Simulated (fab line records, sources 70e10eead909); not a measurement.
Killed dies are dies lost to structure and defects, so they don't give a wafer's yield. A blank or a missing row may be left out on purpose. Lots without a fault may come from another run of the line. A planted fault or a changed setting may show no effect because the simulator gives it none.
Chamber matching | flow nand_harc | NHARC_A_M0_DESCUM_14 on rie_diel-05: 4 sister chambers
The step chemistry O2, time 3 s. 4 wafers are shown with their chamber, then 9 later ones without.

WAFERS WITH THEIR CHAMBER
wafer  | chamber | drypump_motor_current_A (A)
L088.2 | 1       | 5.2
L088.1 | 2       | 5.3
L088.4 | 0       | 5.0
L088.5 | 3       | 6.1

WAFERS WITHOUT THEIR CHAMBER
wafer  | drypump_motor_current_A (A)
L089.1 | 5.0
L089.5 | 5.3
L089.6 | 6.1
L090.4 | 6.0
L090.5 | 5.2
L090.6 | 5.3
L092.4 | 5.4
L092.5 | 5.3
L092.6 | 5.0

WHICH CHAMBER EACH WENT THROUGH
wafer  | from the rows above | in truth
L089.1 | 0                   | 0
L089.5 | 2                   | 2
L089.6 | 3                   | 3
L090.4 | 3                   | 3
L090.5 | 1                   | 1
L090.6 | 2                   | 2
L092.4 | 2                   | 2
L092.5 | 2                   | 2
L092.6 | 0                   | 0
Placed correctly: 9 of 9. Can't be placed from these rows: 0. Placed wrongly: 0.
How it was worked out, from the rows above alone: a wafer's distance from a chamber is the root of the sum, over the readings, of the square of ((its reading less the chamber's mean) divided by the reading's scatter). The wafer belongs to the nearest chamber; if the next one is less than 2 further off, it can't be placed. A chamber's mean is the mean of its shown wafers. The scatter: with one shown wafer a chamber, the root of the mean of the squares of how far each hidden wafer lies from its nearest shown one.
